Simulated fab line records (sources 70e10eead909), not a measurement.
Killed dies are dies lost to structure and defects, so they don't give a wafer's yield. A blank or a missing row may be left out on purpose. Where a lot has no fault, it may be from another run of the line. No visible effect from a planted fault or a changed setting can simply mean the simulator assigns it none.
Which of the tools did it? || flow nand_harc || Sampling: 6 lots, 18 wafers, 5 of 1302 route steps

## WHAT THE GAUGES READ, wafer by wafer
NHARC_P_M1_CD_MEAS_09 targets a cd of 130 nm.
{"lot": "L610", "measured": "day 8 07:13", "on": "cd_sem-01", "cd_nm (nm)": "129.9 129.1 128.5"}
{"lot": "L613", "measured": "day 9 13:50", "on": "cd_sem-01", "cd_nm (nm)": "129.3 129.6 130.5"}
{"lot": "L616", "measured": "day 10 18:23", "on": "cd_sem-01", "cd_nm (nm)": "130.9 129.1 129.3"}
{"lot": "L620", "measured": "day 12 05:20", "on": "cd_sem-02", "cd_nm (nm)": "137.0 136.5 136.3"}
{"lot": "L624", "measured": "day 13 23:46", "on": "cd_sem-03", "cd_nm (nm)": "131.7 129.4 129.7"}
{"lot": "L628", "measured": "day 15 17:11", "on": "cd_sem-03", "cd_nm (nm)": "129.9 131.5 130.6"}

## EACH LOT AND THE TOOL THAT RAN IT (in order: tool; ch and the chambers of the sampled wafers; start)
{"lot": "L610", "NHARC_P_CONTACT_ETCH_36": "rie_diel-03 ch 2,3, day 8 05:03 or earlier", "NHARC_P_M0_PVD_20": "pvd_sputter-01, day 8 05:03 or earlier", "NHARC_P_M0_ANNEAL_30": "rtp_anneal-01 ch 0, day 8 05:03", "NHARC_P_M1_PEB_07": "litho_track-06 ch 0, day 8 07:08"}
{"lot": "L613", "NHARC_P_CONTACT_ETCH_36": "rie_diel-13 ch 0,2,3, day 9 11:36 or earlier", "NHARC_P_M0_PVD_20": "pvd_sputter-01, day 9 11:36 or earlier", "NHARC_P_M0_ANNEAL_30": "rtp_anneal-01 ch 0, day 9 11:36", "NHARC_P_M1_PEB_07": "litho_track-06 ch 0, day 9 13:46"}
{"lot": "L616", "NHARC_P_CONTACT_ETCH_36": "rie_diel-13 ch 2,3, day 10 16:15 or earlier", "NHARC_P_M0_PVD_20": "pvd_sputter-03, day 10 16:15 or earlier", "NHARC_P_M0_ANNEAL_30": "rtp_anneal-02 ch 0, day 10 16:15", "NHARC_P_M1_PEB_07": "litho_track-06 ch 0, day 10 18:19"}
{"lot": "L620", "NHARC_P_CONTACT_ETCH_36": "rie_diel-13 ch 0,3, day 12 03:10 or earlier", "NHARC_P_M0_PVD_20": "pvd_sputter-03, day 12 03:10 or earlier", "NHARC_P_M0_ANNEAL_30": "rtp_anneal-02 ch 0, day 12 03:10", "NHARC_P_M1_PEB_07": "litho_track-04 ch 0, day 12 05:16"}
{"lot": "L624", "NHARC_P_CONTACT_ETCH_36": "rie_diel-07 ch 0,1,2, day 13 21:41 or earlier", "NHARC_P_M0_PVD_20": "pvd_sputter-01, day 13 21:41 or earlier", "NHARC_P_M0_ANNEAL_30": "rtp_anneal-02 ch 0, day 13 21:41", "NHARC_P_M1_PEB_07": "litho_track-01 ch 0, day 13 23:41"}
{"lot": "L628", "NHARC_P_CONTACT_ETCH_36": "rie_diel-03 ch 0,1,2, day 15 15:01 or earlier", "NHARC_P_M0_PVD_20": "pvd_sputter-02, day 15 15:01 or earlier", "NHARC_P_M0_ANNEAL_30": "rtp_anneal-02 ch 0, day 15 15:01", "NHARC_P_M1_PEB_07": "litho_track-01 ch 0, day 15 17:06"}
- NHARC_P_CONTACT_ETCH_36: etches the open film in N2/H2, target depth 260 nm, time 406.25 s.
- NHARC_P_M0_PVD_20: deposits TaN, target thk 5 nm, time 8.06 s.
- NHARC_P_M0_ANNEAL_30: time 90 s.
- NHARC_P_M1_PEB_07: peb time 65 s.

## THE ANSWER, worked out from the rows above alone
Rule: the usual values come from the lots themselves. The widest of any qualifying gaps counts: lots, ordered by their means at a reading, are off when they make up no more than a third of the lots, leave a main group of 4 or more, and stand apart from it by 3 or more times the standard deviation of that group's means. If all means in a main group match to the digits the tables above print for the reading, that group is not used. A lot without any number at a reading at which 4 lots or more have one is off too. Any other lot the step has rows for is counted as sound.
Off: L620 (NHARC_P_M1_CD_MEAS_09, cd_nm). For the main group the mean is 129.9 nm and the standard deviation 0.51.
If a tool, at a process step before that reading, ran all the lots that are off and no sound lot after the first of them, it fits. Those tools and the gauges at NHARC_P_M1_CD_MEAS_09 are tried in the same way. NHARC_P_CONTACT_ETCH_36: start missing for some lots; hours and lot order therefore follow NHARC_P_M0_ANNEAL_30. NHARC_P_M0_PVD_20: start missing for some lots; hours and lot order therefore follow NHARC_P_M0_ANNEAL_30. Can't be told from this: 4 tools fit, rie_diel-13 at NHARC_P_CONTACT_ETCH_36, pvd_sputter-03 at NHARC_P_M0_PVD_20, litho_track-04 at NHARC_P_M1_PEB_07, cd_sem-02 at NHARC_P_M1_CD_MEAS_09.

## WHAT HAD BEEN PUT IN BY THE SIMULATOR
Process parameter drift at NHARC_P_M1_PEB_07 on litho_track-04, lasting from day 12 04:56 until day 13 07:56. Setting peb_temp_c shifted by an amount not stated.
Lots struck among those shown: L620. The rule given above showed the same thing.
